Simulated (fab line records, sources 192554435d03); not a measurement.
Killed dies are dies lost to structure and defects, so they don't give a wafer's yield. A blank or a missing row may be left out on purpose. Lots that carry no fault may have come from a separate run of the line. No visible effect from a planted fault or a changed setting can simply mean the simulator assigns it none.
fab line records	flow n5_finfet
record: lots: 24	wafers: 72	last_day: 18
route steps=1938 shown BEOL_M2@913 BEOL_M3@932
lots that met no fault: from a run of the same line without faults
start_h: start of the lot's first displayed wafer, in hours after the record's first day	wait_h: hours from the lot's prior step to this one	" unchanged from the row above	L1.1+2: a single row standing in for several wafers	- value missing, or start not given	* or withheld: withheld	< > ~ a bound
route shown NAME@n: NAME is a module with steps in the file, n the number in the route of the first one	usual: mean and standard deviation over wafers with no fault	same: alike in all rows	chamber/n: place in a boat	sites: each site's reading	_std_site: their standard deviation	_edge_site: inner sites' mean taken away from outer sites' mean	radius_mm: how far each site lies from the wafer's centre	mask NAME#n: copy n	behind: the most recent tool/chamber to have shaped the wafer	hold: the reason the lot was held/the length of the hold in hours/how it ended	device: whichever transistor did not switch (one of n, p or np)	end of line: the route-end tests of the same wafers	a step with no rows: only its recipe	killed: at the first sort, the dies lost to defects and structure; wafer yield is something else	map: dies across one wafer; x = killed, . = not, _ = none there
set.NAME: the setting the step ran with; set.NAME@STEP: the setting that earlier step ran with	model.NAME: the simulator's own value behind a step, which no gauge read
steps of the route over a sample of lots; a table a step, a row a wafer
services: when a tool's chamber went out of use (start_h, in hours from the record's first day, below 0 if earlier), for how many hours, and the reason
== steps ==
step: N5_BEOL_M2_ANNEAL_89
recipe: temp_c: 400	time_s: 240	ambient: vacuum
usual: heater_power_w: 829/110	susceptor_temp_C: 400.00/0.22
lot.wafer	tool	chamber	start_h	wait_h	heater_power_w	susceptor_temp_C
L074.2	pvd_sputter-03	-	136.50	0.0	704	400.14
L074.3	"	-	"	"	869	400.33
L074.4	"	-	"	"	879	400.15
L075.1	pvd_sputter-02	-	148.21	0.0	882	400.04
L075.4	"	-	"	"	928	399.81
L075.6	"	-	"	"	672	400.51
L077.2	pvd_sputter-03	-	151.83	0.0	880	400.16
L077.4	"	-	"	"	1089	399.58
L077.5	"	-	"	"	897	399.92
L076.2	pvd_sputter-03	-	155.04	0.0	1046	400.18
L076.3	"	-	"	"	866	400.04
L076.5	"	-	"	"	1036	400.08
L078.2	pvd_sputter-03	-	170.53	0.0	1059	399.76
L078.5	"	-	"	"	875	400.02
L078.6	"	-	"	"	1032	399.79
L079.2	pvd_sputter-01	-	173.22	0.0	727	400.20
L079.4	"	-	"	"	685	399.92
L079.6	"	-	"	"	666	399.93
L081.3	pvd_sputter-02	-	188.30	0.0	691	399.88
L081.5	"	-	"	"	897	400.33
L081.6	"	-	"	"	698	399.97
L082.1	pvd_sputter-01	-	194.62	0.0	765	399.89
L082.2	"	-	"	"	719	400.08
L082.3	"	-	"	"	680	399.42
L080.4	pvd_sputter-02	-	194.74	0.0	922	400.11
L080.5	"	-	"	"	920	400.11
L080.6	"	-	"	"	931	399.91
L083.1	pvd_sputter-02	-	201.12	0.0	927	399.94
L083.3	"	-	"	"	680	400.20
L083.4	"	-	"	"	891	399.90
L084.3	pvd_sputter-03	-	204.03	0.0	873	400.11
L084.4	"	-	"	"	721	399.97
L084.6	"	-	"	"	900	399.91
L085.2	pvd_sputter-01	-	205.58	0.0	801	400.01
L085.4	"	-	"	"	768	399.97
L085.6	"	-	"	"	735	400.21
L086.1	pvd_sputter-02	-	209.82	0.0	928	399.95
L086.2	"	-	"	"	685	400.05
L086.4	"	-	"	"	909	399.90
L087.1	pvd_sputter-03	-	216.60	0.0	876	400.31
L087.3	"	-	"	"	1046	400.03
L087.6	"	-	"	"	885	399.98
L088.2	pvd_sputter-01	-	220.83	0.0	798	399.90
L088.3	"	-	"	"	740	400.04
L088.6	"	-	"	"	672	400.07
L089.1	pvd_sputter-02	-	227.73	0.0	939	399.60
L089.2	"	-	"	"	949	399.76
L089.3	"	-	"	"	880	399.77
L090.1	pvd_sputter-01	-	239.15	0.0	786	400.00
L090.2	"	-	"	"	673	400.24
L090.3	"	-	"	"	732	400.11
L092.4	pvd_sputter-01	-	245.45	0.0	763	399.71
L092.5	"	-	"	"	691	399.76
L092.6	"	-	"	"	777	400.01
L091.1	pvd_sputter-03	-	254.44	0.0	901	399.98
L091.2	"	-	"	"	711	400.22
L091.6	"	-	"	"	898	400.10
L093.1	pvd_sputter-02	-	255.95	0.0	926	400.40
L093.5	"	-	"	"	899	400.14
L093.6	"	-	"	"	883	399.97
L094.3	pvd_sputter-01	-	264.76	0.0	726	400.09
L094.4	"	-	"	"	762	400.02
L094.6	"	-	"	"	654	399.70
L095.2	pvd_sputter-03	-	278.74	0.0	710	400.09
L095.3	"	-	"	"	894	399.81
L095.6	"	-	"	"	735	400.19
L096.1	pvd_sputter-03	-	280.84	0.0	1027	400.21
L096.4	"	-	"	"	884	400.26
L096.6	"	-	"	"	879	399.83
L097.1	pvd_sputter-02	-	290.23	0.0	925	399.99
L097.2	"	-	"	"	886	400.19
L097.4	"	-	"	"	685	399.96
step: N5_BEOL_M2_SPUTTER_96
recipe: material: Cu	target_thk_a: 45	temp_c: -20	chamber_pressure_pa: 0.07	power_w: withheld	time_s: 8.29
usual: susceptor_temp_C: -20.00/0.11	throttle_valve_pct: 30.4/1
lot.wafer	tool	chamber	start_h	wait_h	susceptor_temp_C	throttle_valve_pct
L074.2	pvd_sputter-03	-	137.30	0.1	-19.84	29.5
L074.3	"	-	"	"	-20.20	30.9
L074.4	"	-	"	"	-20.01	29.0
L075.1	pvd_sputter-02	-	149.01	0.1	-19.84	30.1
L075.4	"	-	"	"	-19.88	30.7
L075.6	"	-	"	"	-20.18	31.8
L077.2	pvd_sputter-03	-	152.63	0.1	-19.82	29.3
L077.4	"	-	"	"	-20.11	30.9
L077.5	"	-	"	"	-19.96	29.3
L076.2	pvd_sputter-03	-	155.84	0.1	-19.87	31.1
L076.3	"	-	"	"	-19.99	30.8
L076.5	"	-	"	"	-19.87	31.0
L078.2	pvd_sputter-03	-	171.33	0.1	-20.03	31.0
L078.5	"	-	"	"	-20.06	30.5
L078.6	"	-	"	"	-20.02	30.9
L079.2	pvd_sputter-01	-	174.02	0.1	-20.02	31.3
L079.4	"	-	"	"	-19.99	28.5
L079.6	"	-	"	"	-19.97	28.7
L081.3	pvd_sputter-02	-	189.10	0.1	-20.03	31.9
L081.5	"	-	"	"	-19.91	30.2
L081.6	"	-	"	"	-19.92	32.0
L082.1	pvd_sputter-01	-	195.42	0.1	-19.96	31.3
L082.2	"	-	"	"	-19.99	31.2
L082.3	"	-	"	"	-20.14	28.4
L080.4	pvd_sputter-02	-	195.54	0.1	-19.82	30.1
L080.5	"	-	"	"	-19.81	30.0
L080.6	"	-	"	"	-20.03	30.6
L083.1	pvd_sputter-02	-	201.92	0.1	-20.01	30.5
L083.3	"	-	"	"	-20.00	31.9
L083.4	"	-	"	"	-20.01	30.3
L084.3	pvd_sputter-03	-	204.83	0.1	-20.01	30.7
L084.4	"	-	"	"	-20.01	29.5
L084.6	"	-	"	"	-20.04	30.9
L085.2	pvd_sputter-01	-	206.38	0.1	-20.09	30.0
L085.4	"	-	"	"	-20.15	31.8
L085.6	"	-	"	"	-19.90	31.3
L086.1	pvd_sputter-02	-	210.62	0.1	-20.08	29.9
L086.2	"	-	"	"	-20.07	31.9
L086.4	"	-	"	"	-20.09	30.6
L087.1	pvd_sputter-03	-	217.40	0.1	-20.05	29.4
L087.3	"	-	"	"	-19.85	30.9
L087.6	"	-	"	"	-19.94	31.0
L088.2	pvd_sputter-01	-	221.63	0.1	-19.84	29.8
L088.3	"	-	"	"	-19.81	31.0
L088.6	"	-	"	"	-20.02	28.6
L089.1	pvd_sputter-02	-	228.53	0.1	-20.02	30.2
L089.2	"	-	"	"	-20.01	30.4
L089.3	"	-	"	"	-20.11	30.1
L090.1	pvd_sputter-01	-	239.95	0.1	-20.20	29.7
L090.2	"	-	"	"	-19.95	28.5
L090.3	"	-	"	"	-20.18	31.2
L092.4	pvd_sputter-01	-	246.25	0.1	-19.96	31.7
L092.5	"	-	"	"	-19.87	28.6
L092.6	"	-	"	"	-20.05	30.1
L091.1	pvd_sputter-03	-	255.24	0.1	-19.86	29.2
L091.2	"	-	"	"	-20.03	29.8
L091.6	"	-	"	"	-20.08	30.5
L093.1	pvd_sputter-02	-	256.75	0.1	-20.10	30.1
L093.5	"	-	"	"	-20.13	30.1
L093.6	"	-	"	"	-19.84	30.0
L094.3	pvd_sputter-01	-	265.56	0.1	-19.98	31.0
L094.4	"	-	"	"	-19.91	29.9
L094.6	"	-	"	"	-19.81	28.5
L095.2	pvd_sputter-03	-	279.54	0.1	-19.96	29.2
L095.3	"	-	"	"	-20.09	31.0
L095.6	"	-	"	"	-20.08	29.7
L096.1	pvd_sputter-03	-	281.64	0.1	-20.08	30.9
L096.4	"	-	"	"	-20.08	29.2
L096.6	"	-	"	"	-20.09	29.1
L097.1	pvd_sputter-02	-	291.03	0.1	-20.04	30.1
L097.2	"	-	"	"	-19.86	30.1
L097.4	"	-	"	"	-19.96	32.2
step: N5_BEOL_M3_THK_MEAS_01
recipe: reads: SiOC_of_BEOL_M3_ILD_DEP_00
usual: M3_ILD_THK: 78.4/0.98
lot.wafer	tool	chamber	start_h	wait_h	M3_ILD_THK[nm]
L074.2	film_metro-02	-	138.48	0.1	77.7
L074.3	"	-	"	"	77.9
L074.4	"	-	"	"	79.1
L075.1	film_metro-02	-	150.20	0.0	77.1
L075.4	"	-	"	"	78.1
L075.6	"	-	"	"	77.9
L077.2	film_metro-01	-	153.81	0.1	77.2
L077.4	"	-	"	"	78.9
L077.5	"	-	"	"	79.9
L076.2	film_metro-02	-	157.02	0.1	77.5
L076.3	"	-	"	"	78.4
L076.5	"	-	"	"	79.6
L078.2	film_metro-01	-	172.54	0.1	77.5
L078.5	"	-	"	"	78.9
L078.6	"	-	"	"	79.4
L079.2	film_metro-02	-	175.26	0.1	79.0
L079.4	"	-	"	"	80.4
L079.6	"	-	"	"	80.0
L081.3	film_metro-02	-	190.28	0.1	78.3
L081.5	"	-	"	"	79.3
L081.6	"	-	"	"	79.2
L082.1	film_metro-01	-	196.76	0.0	78.3
L082.2	"	-	"	"	78.8
L082.3	"	-	"	"	78.4
L080.4	film_metro-01	-	196.99	0.0	79.9
L080.5	"	-	"	"	78.9
L080.6	"	-	"	"	78.9
L083.1	film_metro-01	-	203.34	0.1	77.7
L083.3	"	-	"	"	79.0
L083.4	"	-	"	"	79.1
L084.3	film_metro-02	-	206.09	0.1	77.8
L084.4	"	-	"	"	78.3
L084.6	"	-	"	"	78.9
L085.2	film_metro-01	-	207.56	0.1	78.2
L085.4	"	-	"	"	79.5
L085.6	"	-	"	"	78.8
L086.1	film_metro-02	-	211.84	0.0	78.3
L086.2	"	-	"	"	78.0
L086.4	"	-	"	"	79.0
L087.1	film_metro-02	-	218.65	0.0	78.8
L087.3	"	-	"	"	77.1
L087.6	"	-	"	"	79.4
L088.2	film_metro-01	-	222.81	0.1	77.9
L088.3	"	-	"	"	78.7
L088.6	"	-	"	"	80.1
L089.1	film_metro-01	-	229.77	0.0	78.8
L089.2	"	-	"	"	78.7
L089.3	"	-	"	"	78.6
L090.1	film_metro-02	-	241.13	0.0	78.5
L090.2	"	-	"	"	77.2
L090.3	"	-	"	"	77.4
L092.4	film_metro-01	-	247.70	0.0	78.6
L092.5	"	-	"	"	78.1
L092.6	"	-	"	"	77.9
L091.1	film_metro-01	-	256.42	0.0	77.6
L091.2	"	-	"	"	78.3
L091.6	"	-	"	"	78.5
L093.1	film_metro-01	-	257.98	0.0	76.8
L093.5	"	-	"	"	77.9
L093.6	"	-	"	"	76.6
L094.3	film_metro-01	-	266.76	0.1	78.4
L094.4	"	-	"	"	79.7
L094.6	"	-	"	"	79.2
L095.2	film_metro-02	-	280.76	0.1	78.6
L095.3	"	-	"	"	78.3
L095.6	"	-	"	"	79.8
L096.1	film_metro-01	-	282.96	0.0	78.5
L096.4	"	-	"	"	79.3
L096.6	"	-	"	"	78.1
L097.1	film_metro-01	-	292.21	0.0	76.2
L097.2	"	-	"	"	76.3
L097.4	"	-	"	"	76.3
step: N5_BEOL_M3_SPUTTER_48
recipe: material: Cu	target_thk_a: 45	temp_c: -20	chamber_pressure_pa: 0.07	power_w: withheld	time_s: 8.29
usual: susceptor_temp_C: -20.02/0.11	throttle_valve_pct: 30.4/1
lot.wafer	tool	chamber	start_h	wait_h	susceptor_temp_C	throttle_valve_pct
L074.2	pvd_sputter-02	-	150.71	0.1	-19.96	31.9
L074.3	"	-	"	"	-20.00	30.5
L074.4	"	-	"	"	-20.21	29.9
L075.1	pvd_sputter-02	-	154.21	0.1	-20.02	30.6
L075.4	"	-	"	"	-20.01	30.1
L075.6	"	-	"	"	-20.06	31.9
L077.2	pvd_sputter-01	-	167.16	0.1	-19.93	29.8
L077.4	"	-	"	"	-19.99	28.4
L077.5	"	-	"	"	-19.70	30.1
L076.2	pvd_sputter-03	-	167.39	0.3	-20.00	30.8
L076.3	"	-	"	"	-19.99	29.3
L076.5	"	-	"	"	-20.02	29.5
L078.2	pvd_sputter-01	-	184.39	0.1	-20.19	31.2
L078.5	"	-	"	"	-19.97	31.1
L078.6	"	-	"	"	-19.87	30.0
L079.2	pvd_sputter-02	-	189.18	1.9	-20.09	30.4
L079.4	"	-	"	"	-20.01	29.8
L079.6	"	-	"	"	-20.23	30.3
L081.3	pvd_sputter-03	-	197.51	0.3	-20.26	30.8
L081.5	"	-	"	"	-19.77	29.3
L081.6	"	-	"	"	-20.10	31.1
L082.1	pvd_sputter-01	-	202.70	0.2	-19.94	28.4
L082.2	"	-	"	"	-20.07	31.7
L082.3	"	-	"	"	-20.15	31.4
L080.4	pvd_sputter-02	-	202.88	0.0	-20.06	29.9
L080.5	"	-	"	"	-20.06	29.8
L080.6	"	-	"	"	-19.94	30.1
L083.1	pvd_sputter-01	-	217.29	1.6	-19.96	28.5
L083.3	"	-	"	"	-20.04	29.9
L083.4	"	-	"	"	-19.96	31.2
L086.1	pvd_sputter-01	-	221.71	0.4	-20.11	28.4
L086.2	"	-	"	"	-19.91	31.8
L086.4	"	-	"	"	-19.85	31.0
L084.3	pvd_sputter-02	-	223.42	0.1	-20.06	32.1
L084.4	"	-	"	"	-20.17	30.1
L084.6	"	-	"	"	-20.11	30.1
L085.2	pvd_sputter-01	-	223.55	0.3	-19.91	31.8
L085.4	"	-	"	"	-19.94	31.1
L085.6	"	-	"	"	-19.92	31.9
L088.2	pvd_sputter-02	-	231.39	0.4	-20.16	32.1
L088.3	"	-	"	"	-19.92	30.0
L088.6	"	-	"	"	-19.93	30.2
L087.1	pvd_sputter-01	-	232.01	0.1	-20.03	31.3
L087.3	"	-	"	"	-19.98	29.9
L087.6	"	-	"	"	-20.07	28.6
L089.1	pvd_sputter-03	-	241.10	0.1	-19.91	31.1
L089.2	"	-	"	"	-20.11	29.5
L089.3	"	-	"	"	-19.86	30.9
L090.1	pvd_sputter-02	-	249.47	1.1	-19.92	30.2
L090.2	"	-	"	"	-20.08	30.3
L090.3	"	-	"	"	-19.83	29.8
L092.4	pvd_sputter-01	-	258.55	0.1	-19.89	28.8
L092.5	"	-	"	"	-20.03	31.1
L092.6	"	-	"	"	-20.24	30.1
L091.1	pvd_sputter-01	-	265.64	0.4	-20.02	28.6
L091.2	"	-	"	"	-20.14	31.6
L091.6	"	-	"	"	-19.86	30.9
L093.1	pvd_sputter-01	-	271.05	0.1	-19.95	31.6
L093.5	"	-	"	"	-20.19	28.6
L093.6	"	-	"	"	-20.00	29.6
L094.3	pvd_sputter-02	-	275.45	0.3	-20.14	30.5
L094.4	"	-	"	"	-20.01	30.1
L094.6	"	-	"	"	-20.17	32.2
L095.2	pvd_sputter-02	-	286.95	0.4	-19.97	30.1
L095.3	"	-	"	"	-20.08	30.2
L095.6	"	-	"	"	-20.15	30.2
L096.1	pvd_sputter-01	-	289.75	0.3	-20.02	29.9
L096.4	"	-	"	"	-19.93	28.7
L096.6	"	-	"	"	-19.95	28.5
L097.1	pvd_sputter-02	-	304.16	1.5	-19.96	30.0
L097.2	"	-	"	"	-20.04	30.2
L097.4	"	-	"	"	-20.16	32.4
step: N5_BEOL_M3_ANNEAL_95
recipe: temp_c: 400	time_s: 240	ambient: vacuum
usual: heater_power_w: 807/110	susceptor_temp_C: 400.00/0.23
lot.wafer	tool	chamber	start_h	wait_h	heater_power_w	susceptor_temp_C
L074.2	pvd_sputter-02	-	152.33	0.0	693	399.77
L074.3	"	-	"	"	929	400.13
L074.4	"	-	"	"	913	399.90
L075.1	pvd_sputter-02	-	155.83	0.0	904	400.12
L075.4	"	-	"	"	920	400.14
L075.6	"	-	"	"	721	400.29
L077.2	pvd_sputter-01	-	168.78	0.0	787	399.67
L077.4	"	-	"	"	666	399.82
L077.5	"	-	"	"	760	399.75
L076.2	pvd_sputter-03	-	169.01	0.0	866	399.75
L076.3	"	-	"	"	893	400.19
L076.5	"	-	"	"	725	399.93
L078.2	pvd_sputter-01	-	186.01	0.0	722	400.08
L078.5	"	-	"	"	737	399.87
L078.6	"	-	"	"	812	399.99
L079.2	pvd_sputter-02	-	190.80	0.0	942	400.02
L079.4	"	-	"	"	888	400.29
L079.6	"	-	"	"	932	400.14
L081.3	pvd_sputter-03	-	199.13	0.0	869	400.16
L081.5	"	-	"	"	888	400.03
L081.6	"	-	"	"	1031	399.94
L082.1	pvd_sputter-01	-	204.32	0.0	670	399.60
L082.2	"	-	"	"	775	399.53
L082.3	"	-	"	"	731	399.71
L080.4	pvd_sputter-02	-	204.50	0.0	881	400.12
L080.5	"	-	"	"	882	400.28
L080.6	"	-	"	"	914	399.88
L083.1	pvd_sputter-01	-	218.91	0.0	673	399.93
L083.3	"	-	"	"	775	400.38
L083.4	"	-	"	"	745	400.00
L086.1	pvd_sputter-01	-	223.33	0.0	647	400.25
L086.2	"	-	"	"	763	400.09
L086.4	"	-	"	"	712	399.81
L084.3	pvd_sputter-02	-	225.04	0.0	692	399.69
L084.4	"	-	"	"	915	399.62
L084.6	"	-	"	"	903	399.90
L085.2	pvd_sputter-01	-	225.17	0.0	771	399.79
L085.4	"	-	"	"	743	400.28
L085.6	"	-	"	"	776	400.22
L088.2	pvd_sputter-02	-	233.01	0.0	682	400.47
L088.3	"	-	"	"	932	399.86
L088.6	"	-	"	"	923	399.74
L087.1	pvd_sputter-01	-	233.63	0.0	753	400.14
L087.3	"	-	"	"	794	400.05
L087.6	"	-	"	"	672	400.06
L089.1	pvd_sputter-03	-	242.72	0.0	1057	399.98
L089.2	"	-	"	"	722	399.73
L089.3	"	-	"	"	891	400.40
L090.1	pvd_sputter-02	-	251.09	0.0	909	399.88
L090.2	"	-	"	"	935	400.14
L090.3	"	-	"	"	880	400.23
L092.4	pvd_sputter-01	-	260.17	0.0	667	399.93
L092.5	"	-	"	"	726	400.14
L092.6	"	-	"	"	780	399.84
L091.1	pvd_sputter-01	-	267.26	0.0	672	400.34
L091.2	"	-	"	"	752	400.13
L091.6	"	-	"	"	718	399.79
L093.1	pvd_sputter-01	-	272.67	0.0	747	399.75
L093.5	"	-	"	"	677	400.05
L093.6	"	-	"	"	779	399.74
L094.3	pvd_sputter-02	-	277.27	0.0	943	399.90
L094.4	"	-	"	"	943	400.13
L094.6	"	-	"	"	678	399.70
L095.2	pvd_sputter-02	-	288.57	0.0	924	400.23
L095.3	"	-	"	"	922	400.41
L095.6	"	-	"	"	881	400.17
L096.1	pvd_sputter-01	-	291.37	0.0	775	400.45
L096.4	"	-	"	"	672	400.20
L096.6	"	-	"	"	677	400.02
L097.1	pvd_sputter-02	-	305.78	0.0	881	400.15
L097.2	"	-	"	"	932	400.16
L097.4	"	-	"	"	681	399.92
step: N5_BEOL_M3_CO_CAP_55
recipe: material: Co	target_thk_a: 20	temp_c: 200	precursor: CCTBA/H2	pressure_torr: 30	time_s: 102.1
usual: chamber_pressure_Torr: 29.99/0.067	heater_power_w: 237/27	susceptor_temp_C: 200.04/0.14
lot.wafer	tool	chamber	start_h	wait_h	chamber_pressure_Torr	heater_power_w	susceptor_temp_C
L074.2	cvd_co-02	0	153.33	0.0	30.13	217	200.08
L074.3	"	1	"	"	29.91	286	200.21
L074.4	"	0	"	"	29.93	214	200.00
L075.1	cvd_co-01	0	156.85	0.0	29.93	235	200.09
L075.4	"	2	"	"	29.88	235	199.96
L075.6	"	0	"	"	29.98	229	200.14
L077.2	cvd_co-02	0	169.78	0.0	29.99	220	199.88
L077.4	"	0	"	"	29.99	220	200.02
L077.5	"	2	"	"	29.96	213	199.97
L076.2	cvd_co-01	0	170.01	0.0	30.05	230	199.95
L076.3	"	1	"	"	29.98	226	200.17
L076.5	"	1	"	"	29.96	226	200.28
L078.2	cvd_co-02	2	187.03	0.0	29.98	207	199.92
L078.5	"	2	"	"	30.00	211	200.05
L078.6	"	0	"	"	29.94	216	199.98
L079.2	cvd_co-02	2	191.81	0.0	29.98	209	200.02
L079.4	"	0	"	"	30.13	221	199.78
L079.6	"	1	"	"	30.08	285	199.99
L081.3	cvd_co-02	0	200.15	0.0	29.98	219	200.12
L081.5	"	0	"	"	29.99	218	200.19
L081.6	"	2	"	"	29.97	213	199.72
L082.1	cvd_co-02	1	205.33	0.0	29.89	287	199.87
L082.2	"	0	"	"	30.02	214	200.18
L082.3	"	2	"	"	29.95	211	199.95
L080.4	cvd_co-01	2	205.63	0.0	29.90	235	199.91
L080.5	"	1	"	"	29.94	230	199.97
L080.6	"	0	"	"	29.94	238	200.25
L083.1	cvd_co-01	1	219.92	0.0	29.95	225	200.11
L083.3	"	2	"	"	29.90	230	200.16
L083.4	"	2	"	"	29.96	238	199.87
L086.1	cvd_co-02	1	224.42	0.0	29.95	288	199.93
L086.2	"	0	"	"	30.08	220	200.27
L086.4	"	0	"	"	30.13	216	200.18
L084.3	cvd_co-02	2	226.04	0.0	30.00	207	200.02
L084.4	"	0	"	"	29.94	215	200.05
L084.6	"	1	"	"	30.01	287	200.07
L085.2	cvd_co-01	1	226.54	0.0	29.85	229	200.05
L085.4	"	2	"	"	29.99	235	200.12
L085.6	"	0	"	"	29.97	236	199.98
L088.2	cvd_co-01	2	234.02	0.0	29.99	236	200.05
L088.3	"	0	"	"	30.07	237	199.92
L088.6	"	0	"	"	29.93	235	200.05
L087.1	cvd_co-01	2	234.64	0.0	29.99	233	200.07
L087.3	"	1	"	"	30.17	230	200.20
L087.6	"	0	"	"	30.07	234	200.11
L089.1	cvd_co-02	1	243.74	0.0	30.12	283	200.12
L089.2	"	2	"	"	29.89	213	200.04
L089.3	"	0	"	"	30.00	218	200.32
L090.1	cvd_co-02	1	252.32	0.0	29.93	291	200.05
L090.2	"	0	"	"	29.98	224	199.77
L090.3	"	2	"	"	29.94	213	200.12
L092.4	cvd_co-02	2	261.20	0.0	30.02	215	200.32
L092.5	"	1	"	"	29.96	294	200.11
L092.6	"	0	"	"	29.89	216	200.08
L091.1	cvd_co-01	0	268.31	0.0	30.00	237	199.85
L091.2	"	1	"	"	29.94	226	200.14
L091.6	"	1	"	"	30.01	228	199.98
L093.1	cvd_co-02	2	273.68	0.0	30.10	209	200.19
L093.5	"	1	"	"	29.94	294	199.96
L093.6	"	2	"	"	30.05	218	199.74
L094.3	cvd_co-02	2	278.30	0.0	29.95	211	200.12
L094.4	"	1	"	"	30.00	292	200.24
L094.6	"	0	"	"	30.01	219	200.05
L095.2	cvd_co-01	2	289.58	0.0	30.05	238	200.13
L095.3	"	0	"	"	29.97	236	200.03
L095.6	"	1	"	"	30.08	228	199.98
L096.1	cvd_co-01	2	292.38	0.0	30.14	241	199.94
L096.4	"	2	"	"	30.12	235	200.12
L096.6	"	1	"	"	30.01	228	200.18
L097.1	cvd_co-02	1	308.42	0.0	30.03	286	199.82
L097.2	"	0	"	"	30.01	220	199.80
L097.4	"	0	"	"	30.08	219	199.92
== services ==
tool	chamber	start_h	hours	kind
cvd_co-01	1	114.74	-	clean
cvd_co-01	1	114.74	22.0	scheduled_down
cvd_co-01	1	114.74	22.0	vent_cycle
cvd_co-02	-	125.00	0.2	repair
cvd_co-01	-	174.11	0.4	repair
cvd_co-02	0	201.54	3.7	repair
pvd_sputter-01	-	260.51	3.0	repair
cvd_co-01	0	307.10	6.0	repair
== key ==
fault none
